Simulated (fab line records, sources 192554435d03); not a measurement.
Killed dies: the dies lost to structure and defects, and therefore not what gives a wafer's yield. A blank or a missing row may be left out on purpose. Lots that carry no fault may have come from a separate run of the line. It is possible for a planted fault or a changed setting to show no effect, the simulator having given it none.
fab line records	flow n5_finfet
record lots=5	wafers=13	last_day=18
route steps=1938 shown BEOL_M3@1009 BEOL_M4@1021
lots with no fault: from the same line, run without faults
start_h: start of the lot's first displayed wafer, in hours after the record's first day	wait_h: time in hours since the lot's previous step	" same as the row above	L1.1+2: a row that stands for several wafers	- no value, or no start was given	* or withheld: withheld	< > ~ a bound
route shown NAME@n: names a module that has steps shown in the file, with the first one's number in the route	usual: mean and standard deviation over wafers with no fault	same: alike in all rows	chamber/n: place in a boat	sites: readings site by site	_std_site: their standard deviation	_edge_site: outer sites' mean less inner sites'	radius_mm: for every site, how far away it sits from the centre of the wafer	mask NAME#n: copy n	behind: the most recent tool/chamber to have shaped the wafer	hold: what put the lot on hold/how long, in hours/how the hold closed	device: the n, p or np transistor that did not switch	end of line: at the end of the route, the tests of the same wafers	a step given without rows: its recipe and nothing more	killed: count of dies lost to structure and defects at first sort (not the wafer's yield)	map: a wafer's dies, x killed, . not, _ none there
set.NAME: the setting that was run; set.NAME@STEP: the one run at that earlier step	model.NAME: the simulator's own value behind a step, which no gauge read
a table for each step, a row for each wafer; lots at some steps of the route
services: from which hour (start_h, from the record's first day; less than 0 if before it) a tool's chamber was out of use, for how many hours, and why
## steps
# step N5_BEOL_M3_ANNEAL_95
# recipe temp_c=400	time_s=240	ambient=vacuum
# usual heater_power_w=818/64	susceptor_temp_C=400.01/0.22
lot.wafer	tool	chamber	start_h	wait_h	heater_power_w	susceptor_temp_C
L598.2	pvd_sputter-03	-	197.32	0.0	879	399.94
L598.4	"	-	"	"	773	399.83
L598.5	"	-	"	"	879	399.91
L602.1	pvd_sputter-01	-	225.89	0.0	839	400.21
L602.6	"	-	"	"	874	400.34
L611.2	pvd_sputter-03	-	291.02	0.0	901	400.05
L611.3	"	-	"	"	772	400.49
L611.6	"	-	"	"	781	400.05
L613.1	pvd_sputter-02	-	305.48	0.0	692	399.89
L613.2	"	-	"	"	777	400.16
L612.2	pvd_sputter-02	-	307.32	0.0	774	399.44
L612.4	"	-	"	"	863	399.86
L612.6	"	-	"	"	864	400.22
# step N5_BEOL_M3_SPUTTER_96
# recipe material=Cu	target_thk_a=45	temp_c=-20	chamber_pressure_pa=0.07	power_w=withheld	time_s=8.29
# usual susceptor_temp_C=-20.01/0.12	throttle_valve_pct=29.6/0.87
lot.wafer	tool	chamber	start_h	wait_h	susceptor_temp_C	throttle_valve_pct
L598.2	pvd_sputter-03	-	197.46	0.1	-20.04	29.8
L598.4	"	-	"	"	-20.07	31.0
L598.5	"	-	"	"	-20.00	29.7
L602.1	pvd_sputter-01	-	226.03	0.1	-20.04	30.6
L602.6	"	-	"	"	-19.86	30.4
L611.2	pvd_sputter-03	-	291.16	0.1	-20.03	29.9
L611.3	"	-	"	"	-19.94	31.2
L611.6	"	-	"	"	-19.94	31.2
L613.1	pvd_sputter-02	-	305.62	0.1	-20.04	29.7
L613.2	"	-	"	"	-19.98	29.3
L612.2	pvd_sputter-02	-	307.46	0.1	-20.01	29.5
L612.4	"	-	"	"	-20.13	30.7
L612.6	"	-	"	"	-20.21	30.3
# step N5_BEOL_M3_ECD_50
# recipe material=Cu	target_thk_a=3000
# step N5_BEOL_M3_ANNEAL_51
# recipe temp_c=225	time_s=90	ambient=N2
# step N5_BEOL_M3_CMP_52
# recipe stop_on=SiOC	t_overpolish_s=6.8	down_force_psi=1	platen_rpm=50	clearing_platen_down_force_psi=1.5	clearing_platen_rpm=50	post_cmp_clean=cu_alkaline	target_thk_nm=40	clearing_platen_pad_velocity_m_s=0.99484	pad_velocity_m_s=0.99484
# step N5_BEOL_M3_THK_MEAS_53
# recipe thk_meas_gauge=xrf	reads=Cu_of_BEOL_M3_ECD_50
# usual M3_THK=39.9/1.6
lot.wafer	tool	chamber	start_h	wait_h	M3_THK[nm]
L598.2	film_metro-01	-	198.27	-	38.0
L598.4	"	-	"	"	41.3
L598.5	"	-	"	"	43.0
L602.1	film_metro-01	-	226.82	-	39.4
L602.6	"	-	"	"	41.8
L611.2	film_metro-01	-	291.95	-	41.0
L611.3	"	-	"	"	38.1
L611.6	"	-	"	"	39.1
L613.1	film_metro-02	-	306.41	-	40.1
L613.2	"	-	"	"	37.7
L612.2	film_metro-01	-	308.25	-	40.4
L612.4	"	-	"	"	43.5
L612.6	"	-	"	"	43.8
# step N5_BEOL_M3_PRE_CLEAN_60
# recipe gas=NH3/H2	time_s=15	temp_c=*	rf_power_w=300
# usual heater_power_w=79/15	susceptor_temp_C=*
lot.wafer	tool	chamber	start_h	wait_h	heater_power_w	since_wet_clean_h	susceptor_temp_C
L598.2	cvd_co-02	1	198.36	0.1	81	1177	*
L598.4	"	2	"	"	62	-	*
L598.5	"	1	"	"	82	-	*
L602.1	cvd_co-01	2	226.85	0.0	77	528	*
L602.6	"	2	"	"	75	-	*
L611.2	cvd_co-01	1	291.98	0.0	107	144	*
L611.3	"	2	"	"	76	593	*
L611.6	"	1	"	"	105	-	*
L613.1	cvd_co-01	0	306.44	0.0	60	1066	*
L613.2	"	1	"	"	104	159	*
L612.2	cvd_co-01	2	308.29	0.0	77	609	*
L612.4	"	2	"	"	79	-	*
L612.6	"	1	"	"	108	-	*
# step N5_BEOL_M3_CO_CAP_55
# recipe material=Co	target_thk_a=20	temp_c=200	precursor=CCTBA/H2	pressure_torr=30	time_s=102.1
# step N5_BEOL_M3_PRE_CLEAN_56
# recipe gas=NH3	time_s=15	temp_c=withheld	rf_power_w=300
# step N5_BEOL_M3_DEP_57
# recipe material=SiCN	target_thk_a=80	temp_c=withheld	precursor=3MS/NH3	pressure_torr=3	rf_w=202	time_s=14
# step N5_BEOL_M3_RS_MEAS_58
# recipe thk_meas_gauge=four-point-probe	reads=Co_of_BEOL_M3_CO_CAP_55+Cu_of_BEOL_M3_ECD_50+Co_of_BEOL_M3_CVD_47+TaN_of_BEOL_M3_ALD_84
# usual M3_RS=0.67/0.035
lot.wafer	tool	chamber	start_h	wait_h	M3_RS[ohm/sq]
L598.2	film_metro-02	-	198.59	0.1	0.72
L598.4	"	-	"	"	0.65
L598.5	"	-	"	"	0.62
L602.1	film_metro-01	-	227.11	0.1	0.68
L602.6	"	-	"	"	0.63
L611.2	film_metro-02	-	292.21	0.1	0.64
L611.3	"	-	"	"	0.71
L611.6	"	-	"	"	0.69
L613.1	film_metro-02	-	306.67	0.0	0.66
L613.2	"	-	"	"	0.72
L612.2	film_metro-02	-	308.51	0.1	0.65
L612.4	"	-	"	"	0.60
L612.6	"	-	"	"	0.59
# step N5_BEOL_M3_INSPECT_59
# recipe inspect_instrument=darkfield	mode=post_dep
# usual raw_defect_count=69/19
lot.wafer	tool	chamber	start_h	wait_h	raw_defect_count
L598.2	defect_inspect-02	-	198.83	0.2	34
L598.4	"	-	"	"	59
L598.5	"	-	"	"	70
L602.1	defect_inspect-02	-	227.13	0.0	70
L602.6	"	-	"	"	62
L611.2	defect_inspect-01	-	292.23	0.0	48
L611.3	"	-	"	"	58
L611.6	"	-	"	"	75
L613.1	defect_inspect-02	-	306.69	0.0	57
L613.2	"	-	"	"	69
L612.2	defect_inspect-01	-	308.54	0.0	67
L612.4	"	-	"	"	53
L612.6	"	-	"	"	59
# step N5_BEOL_M4_ILD_DEP_00
# recipe material=SiOC	target_thk_a=790	temp_c=350	precursor=DEMS/O2	pressure_torr=5	rf_w=500	time_s=15.3
# usual heater_power_w=586/100	showerhead_plenum_p_Torr=5.698/0.019	showerhead_vpp_V=1376/39	susceptor_temp_C=349.98/0.21	throttle_valve_pct=12.2/1
lot.wafer	tool	chamber	start_h	wait_h	heater_power_w	showerhead_plenum_p_Torr	showerhead_vpp_V	since_wet_clean_h	susceptor_temp_C	throttle_valve_pct	model.SiOC_of_BEOL_M4_ILD_DEP_00.thk_nm
L598.2	pecvd-02	2	198.87	0.0	596	5.717	1302	2171	350.14	11.6	78.8
L598.4	"	2	"	"	594	5.707	1297	-	349.78	11.5	79.2
L598.5	"	1	"	"	590	5.701	1350	-	349.92	12.6	78.4
L602.1	pecvd-03	2	227.17	0.0	739	5.708	1377	175	349.61	12.0	77.6
L602.6	"	0	"	"	637	5.729	1326	-	350.05	13.7	54.2
L611.2	pecvd-03	2	292.27	0.0	720	5.671	1360	240	350.18	11.8	79
L611.3	"	1	"	"	458	5.695	1378	1721	349.67	11.5	77.6
L611.6	"	1	"	"	465	5.726	1387	-	349.90	11.4	79.6
L613.1	pecvd-02	1	306.73	0.0	592	5.691	1371	1554	350.03	12.4	78.8
L613.2	"	2	"	"	606	5.707	1317	75	349.82	10.7	79
L612.2	pecvd-03	2	308.57	0.0	787	5.697	1352	256	349.94	12.0	78
L612.4	"	1	"	"	520	5.716	1371	-	350.29	11.4	79.8
L612.6	"	2	"	"	638	5.680	1370	-	350.04	11.8	78.8
# step N5_BEOL_M4_THK_MEAS_01
# recipe reads=SiOC_of_BEOL_M4_ILD_DEP_00
# usual M4_ILD_THK=79.0/1.2
lot.wafer	tool	chamber	start_h	wait_h	M4_ILD_THK[nm]
L598.2	film_metro-02	-	198.94	0.1	78.8
L598.4	"	-	"	"	79.3
L598.5	"	-	"	"	78.4
L602.1	film_metro-01	-	227.26	0.1	77.6
L602.6	"	-	"	"	54.2
L611.2	film_metro-02	-	292.34	0.1	79.0
L611.3	"	-	"	"	77.7
L611.6	"	-	"	"	79.6
L613.1	film_metro-02	-	306.80	0.0	78.9
L613.2	"	-	"	"	78.9
L612.2	film_metro-01	-	308.66	0.1	77.9
L612.4	"	-	"	"	79.8
L612.6	"	-	"	"	78.7
# step N5_BEOL_M4_PECVD_72
# recipe material=SiO2	target_thk_a=160	temp_c=400	precursor=TEOS/O2	pressure_torr=5.5	rf_w=450	teos_flow_sccm=53.8	gas=O2	flow_sccm=3000	time_s=18
# usual heater_power_w=813/99	showerhead_plenum_p_Torr=8.81/0.081	showerhead_vpp_V=1314/45	susceptor_temp_C=400.01/0.22	throttle_valve_pct=23.1/2.2
lot.wafer	tool	chamber	start_h	wait_h	heater_power_w	showerhead_plenum_p_Torr	showerhead_vpp_V	since_wet_clean_h	susceptor_temp_C	throttle_valve_pct
L598.2	pecvd-03	2	198.97	0.0	1001	8.73	1279	146	400.11	22.1
L598.4	"	2	"	"	979	8.70	1290	-	400.14	21.8
L598.5	"	0	"	"	883	8.87	1265	-	400.40	26.1
L602.1	pecvd-04	1	227.29	0.0	717	8.79	1312	2019	400.12	27.7
L602.6	"	1	"	"	728	8.80	1311	-	400.10	27.5
L611.2	pecvd-04	0	292.37	0.0	780	8.90	1320	1359	400.43	23.4
L611.3	"	2	"	"	812	8.66	1387	605	400.55	22.0
L611.6	"	0	"	"	770	8.90	1374	-	400.16	22.9
L613.1	pecvd-02	1	306.83	0.0	771	8.77	1303	1554	400.07	23.2
L613.2	"	0	"	"	890	8.87	1346	829	399.58	22.8
L612.2	pecvd-03	2	308.69	0.0	984	8.70	1271	256	399.76	22.3
L612.4	"	2	"	"	947	8.69	1277	-	400.05	22.4
L612.6	"	2	"	"	972	8.70	1304	-	399.85	22.0
# step N5_BEOL_M4_HM_DEP_02
# recipe material=TiN	target_thk_a=200	temp_c=25	chamber_pressure_pa=0.49996
# step N5_BEOL_M4_COAT_61
# recipe resist=SOC	temp_c=250	time_s=60	spin_rpm=1500	resist_thk_nm=60
# step N5_BEOL_M4_COAT_62
# recipe resist=SiARC	temp_c=220	time_s=60	spin_rpm=1500	resist_thk_nm=12
# step N5_BEOL_M4_COAT_73
# recipe resist=underlayer	temp_c=205	time_s=60	spin_rpm=1500	resist_thk_nm=5
# step N5_BEOL_M4_COAT_05
# recipe resist=CAR-EUV	spin_rpm=1500	resist_thk_nm=30
# step N5_BEOL_M4_EBR_07
# recipe solvent=PGMEA	ebr_width_mm=1.5
# step N5_BEOL_M4_SOFTBAKE_06
# recipe temp_c=110	time_s=60	resist=CAR-EUV
# step N5_BEOL_M4_EXPOSE_08
# recipe mask_id=M4	na=0.33	source_shape=dipole	sigma_inner=0.369	sigma_outer=0.767	polarization=unpolarized	dose_mj=41.25
# step N5_BEOL_M4_PEB_09
# recipe peb_temp_c=100	peb_time_s=60	resist=CAR-EUV
# step N5_BEOL_M4_DEVELOP_10
# recipe develop_time_s=30	developer=TMAH	resist=CAR-EUV	rinse_liquid=surfactant_rinse	dry=air_spin	dev_temp_c=23
# step N5_BEOL_M4_CD_MEAS_11
# recipe target_cd_nm=16.79	landing_energy_ev=500	detector=se_inlens	polarity=opening
# usual cd_nm=16.81/0.24
lot.wafer	tool	chamber	start_h	wait_h	cd_nm
L598.2	cd_sem-03	0	202.24	-	16.63
L598.4	"	0	"	"	16.78
L598.5	"	0	"	"	16.63
L602.1	cd_sem-01	0	228.21	-	16.90
L602.6	"	0	"	"	17.39
L611.2	cd_sem-02	0	293.22	-	17.00
L611.3	"	0	"	"	17.09
L611.6	"	0	"	"	16.49
L613.1	cd_sem-03	0	307.93	-	16.79
L613.2	"	0	"	"	16.87
L612.2	cd_sem-02	0	313.14	-	17.10
L612.4	"	0	"	"	17.18
L612.6	"	0	"	"	16.69
# step N5_BEOL_M4_OVL_MEAS_12
# recipe points_per_wafer=522
# usual M4_OVL=0.3/0.71
lot.wafer	tool	chamber	start_h	wait_h	M4_OVL[nm]
L598.2	overlay-01	0	202.28	0.0	-0.2
L598.4	"	0	"	"	0.0
L598.5	"	0	"	"	0.6
L602.1	overlay-02	0	228.24	0.0	1.1
L602.6	"	0	"	"	0.8
L611.2	overlay-01	0	293.25	0.0	-0.3
L611.3	"	0	"	"	-0.9
L611.6	"	0	"	"	0.9
L613.1	overlay-01	0	307.96	0.0	0.8
L613.2	"	0	"	"	0.5
L612.2	overlay-02	0	313.18	0.0	-0.7
L612.4	"	0	"	"	-0.1
L612.6	"	0	"	"	-1.0
# step N5_BEOL_M4_INSPECT_13
# recipe mode=adi	inspect_instrument=brightfield
# usual raw_defect_count=432/97
lot.wafer	tool	chamber	start_h	wait_h	raw_defect_count
L598.2	defect_inspect-02	-	202.33	0.0	206
L598.4	"	-	"	"	359
L598.5	"	-	"	"	334
L602.1	defect_inspect-02	-	228.55	0.3	689
L602.6	"	-	"	"	471
L611.2	defect_inspect-01	-	293.30	0.0	457
L611.3	"	-	"	"	426
L611.6	"	-	"	"	385
L613.1	defect_inspect-02	-	308.02	0.1	487
L613.2	"	-	"	"	486
L612.2	defect_inspect-02	-	313.23	0.0	347
L612.4	"	-	"	"	357
L612.6	"	-	"	"	380
# step N5_BEOL_M4_DESCUM_16
# recipe chemistry=O2	time_s=7	source_power_w=50	bias_power_w=20	pressure_mtorr=20	rf_frequency_hz=2.712e+07	temp_c=40	resist=CAR-EUV	o2_flow_sccm=225
# step N5_BEOL_M4_ETCH_74
# recipe chemistry=N2/H2	target=underlayer	target_depth_a=65	mask_material=CAR-EUV	time_s=5.2	ion_energy_ev=200	pressure_mtorr=30	source_w=840	bias_w=150	n2_flow_sccm=200	h2_flow_sccm=200	ends=cleared
# step N5_BEOL_M4_ETCH_63
# recipe chemistry=CF4	target=SiARC	target_depth_a=156	mask_material=CAR-EUV	time_s=26	ion_energy_ev=80	pressure_mtorr=40	source_w=545	bias_w=36	Ar_flow_sccm=100	cf4_flow_sccm=100	ends=cleared
# step N5_BEOL_M4_ETCH_64
# recipe chemistry=N2/H2	target=SOC	target_depth_a=750	overetch_a=225	mask_material=SiARC	temp_c=40	time_s=121.9	ion_energy_ev=200	pressure_mtorr=30	source_w=840	bias_w=150	n2_flow_sccm=200	h2_flow_sccm=200
# usual drypump_motor_current_A=5.6/0.43	oes_product_au=0.59/0.057	rf_vpp_V=523.4/2.6	showerhead_plenum_p_Torr=2.52/0.095	throttle_valve_pct=17.80/0.28
lot.wafer	tool	chamber	start_h	wait_h	drypump_motor_current_A	oes_product_au	rf_hours_counter_h	rf_vpp_V	showerhead_plenum_p_Torr	throttle_valve_pct
L598.2	rie_diel-04	0	202.56	0.0	5.8	0.58	137	524.0	2.56	17.59
L598.4	"	2	"	"	5.6	0.67	36	525.7	2.58	17.86
L598.5	"	3	"	"	5.5	0.58	-	521.3	2.42	17.72
L602.1	rie_diel-01	1	228.67	0.0	5.8	0.60	128	527.8	2.69	17.76
L602.6	"	1	"	"	5.8	0.60	-	528.4	2.69	17.76
L611.2	rie_diel-05	3	293.42	0.0	5.5	0.72	12	528.1	2.67	17.04
L611.3	"	0	"	"	5.2	0.54	229	520.6	2.41	17.87
L611.6	"	0	"	"	5.2	0.54	-	520.0	2.41	17.87
L613.1	rie_diel-01	0	308.14	0.0	6.3	0.68	21	526.3	2.57	17.44
L613.2	"	1	"	"	5.8	0.57	160	526.7	2.67	17.81
L612.2	rie_diel-01	2	313.34	0.0	5.2	0.52	250	521.3	2.53	18.37
L612.4	"	0	"	"	6.3	0.69	-	526.8	2.57	17.45
L612.6	"	2	"	"	5.1	0.52	-	523.1	2.53	18.34
# step N5_BEOL_M4_STRIP_65
# recipe chemistry=N2/H2	temp_c=40	n2_flow_sccm=200	h2_flow_sccm=200	rf_frequency_hz=6e+07
# step N5_BEOL_M4_STRIP_75
# recipe chemistry=N2/H2	temp_c=40	n2_flow_sccm=200	h2_flow_sccm=200	rf_frequency_hz=6e+07
# step N5_BEOL_M4_STRIP_66
# recipe chemistry=CF4	resist=SiARC	power_w=300	bias_power_w=75	pressure_mtorr=50	cf4_flow_sccm=150	rf_frequency_hz=6e+07
# step N5_BEOL_M4_HM_OPEN_17
# recipe chemistry=Cl2/BCl3	target_depth_a=200	overetch_a=60	target=TiN	mask_material=SOC	ion_energy_ev=150	pressure_mtorr=10	icp_w=1000	bias_w=126	Cl2_flow_sccm=53.25	bcl3_flow_sccm=21.75	Ar_flow_sccm=25
# step N5_BEOL_M4_STRIP_19
# recipe chemistry=O2	power_w=400	temp_c=40	pressure_mtorr=30	rf_frequency_hz=6e+07	bias_power_w=0	overash_fraction=0.2	o2_flow_sccm=225
# step N5_BEOL_M4_CD_MEAS_18
# recipe pitch_nm=36	target_cd_nm=18
# usual cd_nm=18.1/0.47
lot.wafer	tool	chamber	start_h	wait_h	cd_nm
L598.2	cd_sem-02	-	202.91	0.1	18.5
L598.4	"	-	"	"	18.1
L598.5	"	-	"	"	17.9
L602.1	cd_sem-02	-	229.03	0.0	17.9
L602.6	"	-	"	"	17.6
L611.2	cd_sem-02	-	293.78	0.1	18.7
L611.3	"	-	"	"	17.8
L611.6	"	-	"	"	18.1
L613.1	cd_sem-02	-	308.50	0.0	18.8
L613.2	"	-	"	"	17.4
L612.2	cd_sem-03	-	313.70	0.1	18.4
L612.4	"	-	"	"	18.4
L612.6	"	-	"	"	18.4
# step N5_BEOL_M4_COAT_67
# recipe resist=SOC	temp_c=250	time_s=60	spin_rpm=1500	resist_thk_nm=60
# step N5_BEOL_M4_COAT_68
# recipe resist=SiARC	temp_c=220	time_s=60	spin_rpm=1500	resist_thk_nm=12
# step N5_BEOL_M4_COAT_76
# recipe resist=underlayer	temp_c=205	time_s=60	spin_rpm=1500	resist_thk_nm=5
# step N5_BEOL_M4_COAT_22
# recipe resist=CAR-EUV	spin_rpm=1500	resist_thk_nm=30
# step N5_BEOL_M4_CMP_52
# recipe stop_on=SiOC	t_overpolish_s=6.8	down_force_psi=1	platen_rpm=50	clearing_platen_down_force_psi=1.5	clearing_platen_rpm=50	post_cmp_clean=cu_alkaline	target_thk_nm=40	clearing_platen_pad_velocity_m_s=0.99484	pad_velocity_m_s=0.99484
# usual clearing_platen_down_force_psi=1.500/0.0031	head_pressure_psi=0.9997/0.002	motor_current_A=6.1/0.53
lot.wafer	tool	chamber	start_h	wait_h	clearing_platen_down_force_psi	head_pressure_psi	motor_current_A	model.SiOC_of_BEOL_M4_ILD_DEP_00.thk_nm
L598.2	cmp-04	3	221.47	0.2	1.505	1.0010	6.6	75.8
L598.4	"	1	"	"	1.497	0.9996	6.9	76.2
L598.5	"	0	"	"	1.504	1.0011	6.1	75.4
L602.1	cmp-01	3	250.00	0.4	1.500	1.0020	5.7	74.6
L602.6	"	1	"	"	1.497	0.9987	5.5	51.2
L611.2	cmp-01	0	299.39	0.3	1.499	1.0007	7.2	76
L611.3	"	1	"	"	1.502	0.9981	5.7	74.6
L611.6	"	3	"	"	1.500	1.0013	5.4	76.6
L613.1	cmp-01	2	316.68	0.3	1.502	1.0001	6.1	75.8
L613.2	"	3	"	"	1.496	1.0014	5.5	76
L612.4	cmp-04	1	323.01	0.1	1.500	0.9987	6.7	76.8
L612.2	"	2	"	"	1.496	1.0005	5.5	75
L612.6	"	1	"	"	1.492	0.9995	6.6	75.8
# step N5_BEOL_M4_RC_MEAS_101
# usual DIBL_N=36.5/2.1	DIBL_P=36.6/2.6	IOFF_N=0.17/0.044	IOFF_P=0.21/0.048	ION_N=674/17	ION_P=462/9.5	SS_N=71.6/0.77	SS_P=73.5/0.72	VT_N=250/4.2	VT_P=-250/3.9
lot.wafer	tool	chamber	start_h	wait_h	DIBL_N[mV/V]	DIBL_P[mV/V]	IOFF_N[nA/um]	IOFF_P[nA/um]	ION_N[uA/um]	ION_P[uA/um]	SS_N[mV/dec]	SS_P[mV/dec]	VT_N[mV]	VT_P[mV]
L598.2	prober-01	0	222.23	0.2	38.8	38.2	0.22	0.28	694	478	71.5	73.9	248	-245
L598.4	"	0	"	"	36.1	34.2	0.15	0.22	664	464	72.0	73.1	253	-247
L598.5	"	0	"	"	35.9	34.6	0.16	0.22	666	463	70.9	72.9	251	-248
L602.1	prober-02	0	250.55	0.0	35.8	35.9	0.15	0.19	677	464	71.6	74.5	250	-252
L611.2	prober-01	0	300.08	0.2	36.9	36.9	0.19	0.27	669	465	71.8	73.9	249	-243
L611.3	"	0	"	"	35.1	35.0	0.15	0.23	673	473	70.8	73.1	248	-245
L611.6	"	0	"	"	35.9	35.6	0.16	0.24	688	479	71.6	73.9	250	-245
L613.1	prober-01	0	317.21	0.0	33.9	34.1	0.10	0.14	656	449	71.3	73.0	256	-257
L613.2	"	0	"	"	38.8	40.4	0.18	0.23	672	456	72.6	74.4	252	-252
L612.2	prober-01	0	323.80	0.2	37.9	38.0	0.16	0.21	662	452	72.5	73.2	251	-252
L612.4	"	0	"	"	40.2	41.2	0.25	0.27	702	471	72.6	74.1	242	-245
L612.6	"	0	"	"	37.2	37.0	0.16	0.20	666	450	72.0	73.9	250	-253
## services
tool	chamber	start_h	hours	kind
cmp-04	-	177.98	9.0	pm
pecvd-02	-	189.15	0.8	pm
rie_diel-04	2	196.85	3.7	repair
pecvd-02	2	202.38	-	clean
pecvd-02	2	202.38	-	consumable_replace:showerhead
pecvd-02	2	202.38	29.0	scheduled_down
pecvd-02	2	202.38	29.0	vent_cycle
pecvd-02	1	206.22	2.9	repair
cmp-01	-	217.37	1.1	repair
pvd_sputter-01	-	219.23	4.0	repair
pecvd-03	1	226.92	4.8	repair
cvd_co-02	2	240.71	4.8	repair
cvd_co-01	0	243.52	11.4	repair
pecvd-03	-	255.03	14.6	pm
rie_diel-04	0	268.44	10.6	repair
cmp-01	-	269.12	8.4	pm
pecvd-02	-	270.32	28.1	pm
rie_diel-04	3	273.77	2.0	repair
cmp-01	-	278.95	0.5	repair
pecvd-03	0	280.98	5.5	scheduled_down
cvd_co-02	-	285.01	2.8	pm
rie_diel-05	1	286.76	30.4	repair
pecvd-03	0	307.10	28.4	repair
rie_diel-01	1	313.20	6.2	repair
## key
first_sign step=N5_BEOL_M4_THK_MEAS_01	reading=M4_ILD_THK	direction=down	sigmas=20	usual=79.0	struck=54.2
effect none on later readings
model_effect step=N5_BEOL_M4_ILD_DEP_00	value=SiOC_of_BEOL_M4_ILD_DEP_00.thk_nm	without=78.6	struck=54.2
model_effect step=N5_BEOL_M4_CMP_52	value=SiOC_of_BEOL_M4_ILD_DEP_00.thk_nm	without=75.6	struck=51.2
met_at N5_BEOL_M4_ILD_DEP_00
struck_wafers L602.6
later_rows_left_out L602.6
sort_left_out L602.6
fault kind=process_parameter_drift	tool=pecvd-03	chamber=-	onset_h=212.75	steps=N5_BEOL_M4_ILD_DEP_00	channel=target_thk_a	offset=*	shape=step	end_h=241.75	scope=struck_wafers_only	acts_in=*	stated=*
# sort_left_out: the simulated sort isn't trusted on such a fault, so these wafers' sort isn't shown, and their yield isn't known
# later_rows_left_out: the simulator's readings of these wafers behind a module that went badly wrong aren't trusted and aren't shown, but for the sort
